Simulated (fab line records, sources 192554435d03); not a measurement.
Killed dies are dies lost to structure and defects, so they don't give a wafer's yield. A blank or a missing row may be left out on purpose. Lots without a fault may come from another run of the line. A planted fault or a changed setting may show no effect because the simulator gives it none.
Split-lot experiment | flow n5_finfet | 7 lots, 21 wafers read, on a route of 1938 steps

THE SPLIT
At N5_BEOL_M11_ETCH_66 (etches SOC in N2/H2, target depth 120 nm, overetch 24 nm, time 180 s), the setting time_s was moved away from the recipe's 180 s on 6 of the 21 wafers read, by -21.7% to +19.1%. The other wafers ran this setting at the recipe's value.

The reading is taken at the split's own step.

THE READING
SiARC_of_BEOL_M11_COAT_64.thk_nm (the simulator's own value, which no gauge read), in nm, at N5_BEOL_M11_ETCH_66 (etches SOC in N2/H2, target depth 120 nm, overetch 24 nm, time 180 s). The file gives no usual value for it. The 15 wafers here that ran the recipe average 22.9 nm, standard deviation 0.23 nm.

wafer  | tool, chamber at the split | time_s as run, s | against the recipe | SiARC_of_BEOL_M11_COAT_64.thk_nm, nm | against lot-mates on the recipe
L077.2 | rie_diel-03, 0,2           | 180              | recipe             | 23.2                                 | -
L077.6 | rie_diel-03, 0,2           | 180              | recipe             | 23.2                                 | -
L077.4 | rie_diel-03, 3             | 180              | recipe             | 23                                   | -
L078.3 | rie_diel-03, 0             | 213.6            | +18.7%             | 22                                   | -1.0
L078.5 | rie_diel-03, 0             | 213.6            | +18.7%             | 22                                   | -1.0
L078.6 | rie_diel-03, 1             | 180              | recipe             | 23                                   | -
L083.3 | rie_diel-03, 3             | 180              | recipe             | 22.8                                 | -
L083.4 | rie_diel-03, 0             | 180              | recipe             | 23.2                                 | -
L083.5 | rie_diel-03, 2             | 180              | recipe             | 23                                   | -
L085.2 | rie_diel-03, 2             | 180              | recipe             | 23.2                                 | -
L085.3 | rie_diel-03, 0             | 150.7            | -16.3%             | 24.4                                 | +1.3
L085.5 | rie_diel-03, 1             | 180              | recipe             | 23                                   | -
L086.3 | rie_diel-04, 1             | 180              | recipe             | 22.8                                 | -
L086.4 | rie_diel-04, 3             | 180              | recipe             | 22.6                                 | -
L086.6 | rie_diel-04, 2             | 141              | -21.7%             | 24.4                                 | +1.7
L089.3 | rie_diel-04, 3             | 180              | recipe             | 22.6                                 | -
L089.5 | rie_diel-04, 3             | 180              | recipe             | 22.6                                 | -
L089.6 | rie_diel-04, 2             | 180              | recipe             | 22.8                                 | -
L097.1 | rie_diel-04, 3             | 180              | recipe             | 22.6                                 | -
L097.4 | rie_diel-04, 0             | 214.4            | +19.1%             | 21.4                                 | -1.2
L097.5 | rie_diel-04, 0             | 214.4            | +19.1%             | 21.4                                 | -1.2
Where a row lists several chambers, the file gives one row for several wafers and doesn't say which wafer went through which chamber.

THE FIT
A straight line over all 21 wafers: SiARC_of_BEOL_M11_COAT_64.thk_nm changes by -0.0691 nm for each +1% of time_s; r = -0.94; the points scatter about the line by 0.26 nm.
The same after taking each lot's own level away (the mean of its wafers on the recipe; 21 wafers): -0.0662 nm for each +1%; r = -0.98; scatter 0.14 nm.
On that fit, the largest move of time_s shifts the reading by 1.4 nm.
The lots' own levels span 22.60 to 23.13 nm, that is 2.3 times the standard deviation above.
So the lot-to-lot level changes the slope little: the two slopes agree.
Check: with one of the wafers moved furthest among these (-21.7%) left out of the fit, the line predicts +1.39 nm for it against its lot-mates. It came out at +1.7 nm against them.

OTHER SPLITS ON THESE WAFERS
These wafers also went through other splits before the reading. Each is held against what the fit with the lots' levels taken away leaves over:
other split on the same wafers    | wafers away from the commonest value | r with SiARC_of_BEOL_M11_COAT_64.thk_nm (lot level and that fit taken away)
N5_BEOL_M10_TRENCH_ETCH_37 bias_w | 4                                    | +0.22
N5_BEOL_M11_EXPOSE_25 dose_mj     | 7                                    | -0.07

THE FILE'S OWN FIT
SiARC_of_BEOL_M11_COAT_64.thk_nm changes by -0.0688 nm for each +1% of time_s, r = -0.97.
